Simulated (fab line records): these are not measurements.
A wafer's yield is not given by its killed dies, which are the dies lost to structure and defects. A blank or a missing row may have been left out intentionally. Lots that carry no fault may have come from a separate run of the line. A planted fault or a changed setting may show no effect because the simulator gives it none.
Chamber matching    flow n5 finfet    N5_BEOL_M3_PRE_CLEAN_60 on cvd co-01: 3 sister chambers
The step time 15 s. 3 wafers are shown with their chamber, then 8 later ones without.

## WAFERS PAIRED WITH THEIR CHAMBERS
wafer   chamber  heater power w (W)
L790.1  2        89
L791.5  1        88
L792.1  0        95

## WAFERS MISSING THEIR CHAMBER
wafer   heater power w (W)
L792.5  90
L792.6  90
L802.3  96
L802.5  91
L802.6  91
L806.1  96
L806.2  91
L806.6  89

## WHICH CHAMBER EACH WENT THROUGH
wafer   from the rows above           in truth
L792.5  can't be placed: 2 or 1       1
L792.6  can't be placed: 2 or 1       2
L802.3  0                             0
L802.5  can't be placed: 2 or 1 or 0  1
L802.6  can't be placed: 2 or 1 or 0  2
L806.1  0                             0
L806.2  can't be placed: 2 or 1 or 0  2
L806.6  can't be placed: 2 or 1       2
Placed correctly: 2 of 8. These rows do not allow placing 6 (true chamber among the candidates in 6). 0 placed wrongly.
How it was worked out, from the rows above alone: a wafer's distance from a chamber is the root of the sum, over the readings, of the square of ((its reading less the chamber's mean) divided by the reading's scatter). The wafer belongs to the nearest chamber; if the next one is less than 2 further off, it can't be placed. The mean given for a chamber averages the wafers shown for that chamber. The scatter (one wafer shown for each chamber): square how far every hidden wafer sits from the nearest shown wafer, average those squares and take the square root.
